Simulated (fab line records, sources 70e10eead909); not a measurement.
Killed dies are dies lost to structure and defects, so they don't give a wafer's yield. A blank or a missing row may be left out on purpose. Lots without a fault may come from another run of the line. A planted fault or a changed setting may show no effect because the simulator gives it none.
fab line records | flow nand_harc
record lots=6 wafers=18 last_day=31
route steps=1302 shown P_M1@311 P_M2@318 END@1302
lots that met no fault: from a run of the same line without faults
start_h: hours from the record's first day to the start of the lot's first wafer shown | wait_h: hours since the lot's step before | " the same as in the row above | L1.1+2: a row that stands for several wafers | - no value, or no start given | * or withheld: withheld | < > ~ a bound
route shown NAME@n: a module of which the file shows steps, and the number in the route of the first | usual: mean/standard deviation of fault-free wafers | same: alike in all rows | chamber/n: place in a boat | sites: the reading at each site | _std_site: their standard deviation | _edge_site: outer sites' mean less inner sites' | radius_mm: how far each site lies from the wafer's centre | mask NAME#n: copy n | behind: the tool/chamber that last shaped the wafer | hold: why the lot was held/for how many hours/how that ended | device: the transistor (n, p or np) that didn't switch | end of line: the same wafers' tests at the end of the route | a step without rows: its recipe alone | killed: dies lost to structure and defects at the first sort, not the wafer's yield | map: a wafer's dies, x killed, . not, _ none there
set.NAME: the setting as run; set.NAME@STEP: as run at that earlier step | model.NAME: the simulator's own value behind a step, which no gauge read
lots at some steps of the route; a table a step, a row a wafer
services: from which hour (start_h, from the record's first day; less than 0 if before it) a tool's chamber was out of use, for how many hours, and why
## steps
# step NHARC_P_M1_CMP_23
# recipe t_overpolish_s=20 target_thk_nm=157.82
# usual motor_current_A=12.2/1.3 time_to_endpoint_s=29.2/2.1
# columns lot.wafer tool chamber start_h wait_h motor_current_A time_to_endpoint_s
L743.1 cmp-01 2 155.90 - 12.5 28.8
L743.3 " 3 " " 10.6 27.7
L743.5 " 2 " " 13.1 29.3
L745.4 cmp-01 3 180.65 - 10.1 24.8
L745.5 " 3 " " 10.6 24.0
L745.6 " 0 " " 12.2 24.3
L750.1 cmp-03 0 233.82 - 12.7 26.3
L750.4 " 2 " " 14.9 28.5
L750.5 " 0 " " 13.3 27.4
L751.3 cmp-03 3 243.06 - 11.0 33.4
L751.2 " 0 " " 12.1 29.2
L751.6 " 2 " " 14.8 31.8
L756.4 cmp-01 0 297.08 - 12.0 28.8
L756.2 " 1 " " 12.3 30.7
L756.5 " 3 " " 10.8 27.1
L757.1 cmp-02 3 297.93 - 12.6 29.4
L757.6 " 0 " " 9.9 29.6
L757.5 " 1 " " 11.0 28.9
# step NHARC_P_M1_THK_MEAS_24
# recipe thk_meas_gauge=xrf
# usual thk_nm=158.0/1.3
# columns lot.wafer tool chamber start_h wait_h thk_nm
L743.1 film_metro-02 - 156.19 - 156.0
L743.3 " - " " 158.4
L743.5 " - " " 160.6
L745.4 film_metro-01 - 180.97 - 156.3
L745.5 " - " " 159.4
L745.6 " - " " 158.4
L750.1 film_metro-01 - 234.10 - 159.4
L750.4 " - " " 158.3
L750.5 " - " " 158.5
L751.2 film_metro-01 - 243.32 - 157.8
L751.3 " - " " 159.3
L751.6 " - " " 155.8
L756.2 film_metro-01 - 297.34 - 158.1
L756.4 " - " " 158.5
L756.5 " - " " 159.2
L757.1 film_metro-02 - 298.16 - 157.6
L757.5 " - " " 157.3
L757.6 " - " " 160.5
# step NHARC_P_M1_SRD_25
# step NHARC_P_M1_INSPECT_27
# usual raw_defect_count=291/110
# columns lot.wafer tool chamber start_h wait_h raw_defect_count
L743.1 defect_inspect-01 - 156.37 0.0 150
L743.3 " - " " 126
L743.5 " - " " 175
L745.4 defect_inspect-02 - 181.13 0.0 345
L745.5 " - " " 316
L745.6 " - " " 329
L750.1 defect_inspect-01 - 234.29 0.0 610
L750.4 " - " " 297
L750.5 " - " " 356
L751.2 defect_inspect-01 - 243.48 0.0 256
L751.3 " - " " 210
L751.6 " - " " 223
L756.2 defect_inspect-01 - 297.49 0.0 187
L756.4 " - " " 312
L756.5 " - " " 322
L757.1 defect_inspect-01 - 298.32 0.0 292
L757.5 " - " " 236
L757.6 " - " " 245
# step NHARC_P_M1_PRE_CLEAN_32
# recipe time_s=12 temp_c=370 rf_power_w=300 gas=NH3
# usual heater_power_w=616/54
# columns lot.wafer tool chamber start_h wait_h heater_power_w
L743.3 pecvd-02 1 156.44 0.1 553
L743.1 " 0 " " 520
L743.5 " 0 " " 531
L745.5 pecvd-01 2 181.23 0.1 544
L745.4 " 0 " " 687
L745.6 " 1 " " 608
L750.1 pecvd-01 1 234.37 0.1 649
L750.5 " 0 " " 650
L750.4 " 1 " " 657
L751.2 pecvd-01 1 243.54 0.1 636
L751.3 " 2 " " 592
L751.6 " 1 " " 663
L756.2 pecvd-01 1 297.57 0.1 675
L756.4 " 0 " " 608
L756.5 " 1 " " 672
L757.1 pecvd-01 0 298.40 0.1 662
L757.6 " 2 " " 593
L757.5 " 0 " " 652
# step NHARC_P_M1_DEP_33
# recipe target_thk_a=300 temp_c=370 target_thk_nm=30 pressure_torr=3 flow_sccm=200 rf_w=450 material=SiCN
# usual heater_power_w=560/52
# columns lot.wafer tool chamber start_h wait_h heater_power_w
L743.3 pecvd-02 1 156.52 0.1 521
L743.1 " 0 " " 569
L743.5 " 0 " " 566
L745.5 pecvd-01 2 181.40 0.2 507
L745.4 " 0 " " 639
L745.6 " 1 " " 639
L750.1 pecvd-01 1 234.48 0.1 542
L750.5 " 0 " " 665
L750.4 " 1 " " 556
L751.2 pecvd-01 1 243.66 0.1 553
L751.3 " 2 " " 492
L751.6 " 1 " " 556
L756.2 pecvd-01 1 297.69 0.1 602
L756.4 " 0 " " 626
L756.5 " 1 " " 603
L757.1 pecvd-01 0 298.51 0.1 615
L757.6 " 2 " " 455
L757.5 " 0 " " 616
# step NHARC_P_M2_DEP_00
# recipe target_thk_a=1825 target_thk_nm=182.5 temp_c=withheld pressure_torr=5 flow_sccm=200 rf_w=600 material=SiOC
# step NHARC_P_M2_DEHYDRATE_01
# recipe temp_c=150 time_s=120
# step NHARC_P_M2_HMDS_02
# recipe time_s=30
# step NHARC_P_M2_COAT_34
# recipe temp_c=200 time_s=65
# step NHARC_P_M2_COAT_03
# recipe spin_rpm=1500 resist_thk_nm=90
# step NHARC_P_M2_SOFTBAKE_04
# recipe temp_c=105 time_s=55
# usual exhaust_pa=44.9/0.85 heater_power_total_W=188.44/0.13 plate_temp_C=105.00/0.12
# columns lot.wafer tool chamber start_h wait_h exhaust_pa heater_power_total_W plate_temp_C
L743.1 litho_track-04 0 157 - 44.9 188.37 105.04
L743.3 " 0 " " 45.1 188.32 105.04
L743.5 " 0 " " 44.4 188.46 105.05
L745.4 litho_track-04 0 182 - 44.9 188.45 104.94
L745.5 " 0 " " 44.6 188.44 104.86
L745.6 " 0 " " 44.1 188.37 104.65
L750.1 litho_track-01 0 235 - 44.3 188.46 104.98
L750.4 " 0 " " 45.8 188.52 105.11
L750.5 " 0 " " 46.5 188.42 105.03
L751.2 litho_track-04 0 244 - 46.0 188.30 105.16
L751.3 " 0 " " 44.0 188.37 105.09
L751.6 " 0 " " 45.3 188.39 104.96
L756.2 litho_track-04 0 298 - 42.5 188.43 104.88
L756.4 " 0 " " 42.6 188.48 105.03
L756.5 " 0 " " 46.2 212.51 -
L757.1 litho_track-04 0 299 - 44.8 212.95 -
L757.5 " 0 " " 44.6 212.37 -
L757.6 " 0 " " 45.3 188.62 104.95
# step NHARC_P_M2_EBR_05
# step NHARC_END_SORT_01
# recipe temp_c=25
# usual defect_limited_yield=90/3.3 killed_at_array=61/23 killed_at_other=1.3/1.4 killed_at_periphery=4.0/2.6 killed_dies=66/22 killed_open=3.4/1.8 killed_short=2.3/1.4
# same gross_dies=677
# columns lot.wafer tool chamber start_h wait_h defect_limited_yield[%] killed_at_array killed_at_other killed_at_periphery killed_dies killed_open killed_short
L743.1 prober-02 0 596.89 2.5 87 78 3 4 85 3 3
L743.3 prober-02 0 598.51 3.1 88 75 2 4 81 3 2
L743.5 prober-02 0 600.12 3.7 87 79 2 4 85 2 5
L751.2 prober-01 0 664.55 2.8 92 46 2 5 53 4 1
L751.3 prober-01 0 665.35 3.1 93 42 0 6 48 2 1
L751.6 prober-01 0 667.75 4.0 94 38 1 3 42 4 2
L750.1 prober-02 0 667.63 2.5 96 28 0 1 29 10 5
L750.4 prober-02 0 670.05 3.4 96 27 2 1 30 4 1
L750.5 prober-02 0 670.86 3.7 96 20 1 4 25 4 0
L757.1 prober-02 0 732.76 2.5 92 48 0 7 55 0 3
L757.5 prober-02 0 735.97 3.7 92 48 0 5 53 4 2
L757.6 prober-02 0 736.77 4.0 92 49 0 5 54 5 3
# killed by level:class
L743.1 A_CHANNEL_HOLE_D2:chamber_film_flake=37 A_SLIT:chamber_film_flake=26 A_CONTACT:chamber_film_flake=7 A_STAIRCASE:chamber_film_flake=4 THIN_TSV:chamber_film_flake=3 P_STI:geometric_particle:short=1 P_GATE:geometric_particle:open=1 P_M0:geometric_particle:open=1
L743.3 A_SLIT:chamber_film_flake=33 A_CHANNEL_HOLE_D2:chamber_film_flake=27 A_ZERO_WELL:chamber_film_flake=3 A_CONTACT:chamber_film_flake=3 P_GATE:chamber_film_flake=2 P_CONTACT:chamber_film_flake=2 THIN_TSV:chamber_film_flake=2 A_M1:chamber_film_flake=2
L743.5 A_CHANNEL_HOLE_D2:chamber_film_flake=37 A_SLIT:chamber_film_flake=25 A_CONTACT:chamber_film_flake=4 P_CONTACT:chamber_film_flake=3 A_CHANNEL_HOLE_D1:chamber_film_flake=2 A_STAIRCASE:chamber_film_flake=2 THIN_TSV:chamber_film_flake=2 P_M0:geometric_particle:open=1
L751.2 A_CHANNEL_HOLE_D2:chamber_film_flake=20 A_CHANNEL_HOLE_D1:chamber_film_flake=11 A_BLC:geometric_particle:open=3 A_CONTACT:chamber_film_flake=3 P_M2:chamber_film_flake=2 A_DECK1_JOINT:chamber_film_flake=2 A_SGD_CUT:chamber_film_flake=2 A_SLIT:chamber_film_flake=2
L751.3 A_CHANNEL_HOLE_D2:chamber_film_flake=23 A_CHANNEL_HOLE_D1:chamber_film_flake=4 A_WL_FILL:chamber_film_flake=4 P_ZERO_WELL:chamber_film_flake=3 P_M2:chamber_film_flake=2 A_CHANNEL_FILL_D1:chamber_film_flake=2 A_CONTACT:chamber_film_flake=2 A_WL_FILL:geometric_particle:short=1
L750.1 A_CONTACT:chamber_film_flake=6 A_CHANNEL_HOLE_D1:chamber_film_flake=5 A_CHANNEL_FILL_D2:geometric_particle:open=3 A_ONON_D1:geometric_particle:open=2 A_CHANNEL_FILL_D2:geometric_particle:short=2 A_DECK1_JOINT:chamber_film_flake=2 P_CONTACT:geometric_particle:open=1 A_ONON_D1:geometric_particle:short=1
L751.6 A_CHANNEL_HOLE_D2:chamber_film_flake=17 A_CHANNEL_HOLE_D1:chamber_film_flake=5 A_SGD_CUT:chamber_film_flake=3 A_ONON_D2:geometric_particle:short=2 A_BLC:geometric_particle:open=2 P_ZERO_WELL:chamber_film_flake=2 A_STAIRCASE:chamber_film_flake=2 A_CONTACT:chamber_film_flake=2
L750.4 A_CONTACT:chamber_film_flake=8 A_CHANNEL_HOLE_D1:chamber_film_flake=7 A_STAIRCASE:chamber_film_flake=3 A_CHANNEL_HOLE_D2:chamber_film_flake=2 A_SLIT:chamber_film_flake=2 THIN_TSV:chamber_film_flake=2 P_STI:geometric_particle:open=1 A_ONON_D1:geometric_particle:open=1
L750.5 A_CHANNEL_HOLE_D1:chamber_film_flake=8 A_CONTACT:chamber_film_flake=6 P_ZERO_WELL:chamber_film_flake=2 A_DECK1_JOINT:geometric_particle:open=1 A_SGD_CUT:geometric_particle:open=1 A_BLC:geometric_particle:open=1 A_M0:geometric_particle:open=1 P_GATE:chamber_film_flake=1
L757.1 A_CHANNEL_HOLE_D2:chamber_film_flake=18 A_CHANNEL_HOLE_D1:chamber_film_flake=10 P_GATE:chamber_film_flake=6 A_STAIRCASE:chamber_film_flake=6 A_SLIT:chamber_film_flake=4 A_CONTACT:chamber_film_flake=3 A_CHANNEL_FILL_D2:chamber_film_flake=2 A_WL_FILL:chamber_film_flake=2
L757.5 A_CHANNEL_HOLE_D2:chamber_film_flake=24 A_STAIRCASE:chamber_film_flake=9 A_CHANNEL_HOLE_D1:chamber_film_flake=6 A_CONTACT:chamber_film_flake=3 P_STI:geometric_particle:open=1 P_GATE:geometric_particle:short=1 A_CHANNEL_HOLE_D1:geometric_particle:open=1 A_WL_FILL:geometric_particle:short=1
L757.6 A_CHANNEL_HOLE_D2:chamber_film_flake=27 A_CHANNEL_HOLE_D1:chamber_film_flake=7 A_STAIRCASE:chamber_film_flake=3 A_CONTACT:chamber_film_flake=3 A_SLIT:chamber_film_flake=2 P_GATE:geometric_particle:open=1 P_CONTACT:geometric_particle:open=1 A_CHANNEL_HOLE_D1:geometric_particle:short=1
## services
# columns tool chamber start_h hours kind
cmp-02 - 134.52 4.0 pm
cmp-02 - 138.75 0.8 repair
pecvd-01 0 143.00 - clean
pecvd-01 1 143.00 - clean
pecvd-01 2 143.00 - clean
litho_track-01 - 155.01 7.0 pm
cmp-03 - 163.23 4.0 pm
cmp-03 - 167.23 - consumable_replace:conditioner
cmp-03 - 167.23 - consumable_replace:pad
pecvd-01 - 170.44 0.2 repair
cmp-01 - 185.50 4.0 pm
cmp-01 - 189.50 - consumable_replace:conditioner
cmp-01 - 189.50 - consumable_replace:pad
cmp-01 - 201.03 0.5 repair
litho_track-04 - 203.00 7.0 pm
pecvd-02 - 227.11 13.0 pm
cmp-03 - 229.11 0.7 repair
cmp-02 - 232.52 4.0 pm
pecvd-01 0 236.77 17.1 repair
cmp-03 - 252.05 40.1 repair
cmp-01 - 265.68 0.6 repair
cmp-01 - 283.50 4.0 pm
cmp-01 - 287.50 - consumable_replace:conditioner
cmp-01 - 287.50 - consumable_replace:pad
## key
first_sign step=NHARC_P_M2_SOFTBAKE_04 reading=heater_power_total_W direction=up sigmas=99+ usual=* struck=*
effect none on later readings
met_at NHARC_P_M2_SOFTBAKE_04
struck_wafers L756.5,L757.1,L757.5
onset_between 244 298
fault kind=process_parameter_drift tool=litho_track-04 chamber=- onset_h=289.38 steps=NHARC_P_M2_SOFTBAKE_04 channel=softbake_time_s offset=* shape=step end_h=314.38 scope=struck_wafers_only acts_in=* stated=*
